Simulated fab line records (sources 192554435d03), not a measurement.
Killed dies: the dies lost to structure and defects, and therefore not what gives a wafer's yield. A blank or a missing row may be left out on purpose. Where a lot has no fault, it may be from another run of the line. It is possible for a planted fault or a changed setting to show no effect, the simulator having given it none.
Lot-split experiment	flow n5-finfet	7 lots, 21 wafers read, on a route of 1938 steps

## THE SPLIT
At N5_BEOL_M15_ILD_DEP_00 (deposits SiO2 from TEOS/O2, target thk 1629.3 nm, time 346.1 s), the setting time-s was moved away from the recipe's 346.1 s on 9 of the 21 wafers read, by -11.9% to +9.1%. All remaining wafers had this setting at the recipe value.

There is no step in the file separating the split from the reading.

## THE READING
At N5_BEOL_M15_THK_MEAS_01: M15_ILD_THK, given in nm. Fault-free wafers of this fab line usually give 1634 nm, standard deviation 24 nm.

wafer	tool, chamber at the split	time-s as run, s	against the recipe	M15_ILD_THK, nm	against lot-mates on the recipe
L074.3	pecvd-04, 1	304.9	-11.9%	1417	-237
L074.5	pecvd-04, 1	346.1	recipe	1654	-
L074.6	pecvd-04, 0	304.9	-11.9%	1478	-176
L076.1	pecvd-04, 0	364	+5.2%	1705	+82
L076.2	pecvd-04, 1	346.1	recipe	1609	-
L076.5	pecvd-04, 0	346.1	recipe	1638	-
L081.1	pecvd-03, 1	346.1	recipe	1623	-
L081.2	pecvd-03, 0	346.1	recipe	1597	-
L081.6	pecvd-03, 0	346.1	recipe	1624	-
L083.1	pecvd-03, 2	346.1	recipe	1644	-
L083.3	pecvd-03, 0	346.1	recipe	1604	-
L083.4	pecvd-03, 1	346.1	recipe	1645	-
L087.3	pecvd-03, 2	346.1	recipe	1599	-
L087.4	pecvd-03, 1	377.6	+9.1%	1776	+177
L087.5	pecvd-03, 0	377.6	+9.1%	1769	+170
L086.2	pecvd-04, 1	360.4	+4.1%	1646	+5
L086.5	pecvd-04, 0	346.1	recipe	1641	-
L086.6	pecvd-04, 2	360.4	+4.1%	1693	+52
L092.1	pecvd-03, 1	346.1	recipe	1611	-
L092.5	pecvd-03, 1	363.8	+5.1%	1705	+94
L092.6	pecvd-03, 0	363.8	+5.1%	1699	+88

THE FIT
A straight line over all 21 wafers: M15_ILD_THK changes by +15.1 nm for each +1% of time-s; r = +0.97; the points scatter about the line by 21 nm.
The same after taking each lot's own level away (the mean of its wafers on the recipe; 21 wafers): +17.3 nm for each +1%; r = +0.97; scatter 22 nm.
That fit puts the effect of the largest move of time-s on the reading at 2.1e+02 nm.
The span of the lots' own levels, 1599.0 to 1654.0 nm, comes to 2.3 times the standard deviation stated above.
Thus the slope moves with the lot-to-lot level: the two fits are different.
Check: with one of the wafers moved furthest among these (-11.9%) left out of the fit, the line predicts -193 nm for it against its lot-mates. It came out at -237 nm against them.

## THE WHOLE CHAIN: every reading that the file lists as answering this split, in the file's order
step	what it does	reading	change (the file's fit)	r (the file's)
N5_BEOL_M15_ILD_DEP_00	deposits SiO2 from TEOS/O2, target thk 1629.3 nm, time 346.1 s	SiO2_of_BEOL_M15_ILD_DEP_00.thk-nm (the simulator's own value, which no gauge read)	+17.1 nm for each +1% of the setting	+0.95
N5_BEOL_M15_THK_MEAS_01		M15_ILD_THK	+17.1 for each +1% of the setting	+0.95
N5_BEOL_M15_VIA_ETCH_16	etches SiO2 in C4F8/O2/Ar, target depth 1792.2 nm	etch.depth-nm (the simulator's own value, which no gauge read)	+17.1 nm for each +1% of the setting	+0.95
N5_BEOL_M15_VIA_ETCH_16	etches SiO2 in C4F8/O2/Ar, target depth 1792.2 nm	coat_of_BEOL_M15_COAT_04.thk-nm (the simulator's own value, which no gauge read)	-4.04 nm for each +1% of the setting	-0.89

## FILE'S OWN FIT
M15_ILD_THK changes by +17.1 nm for each +1% of time-s, r = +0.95.
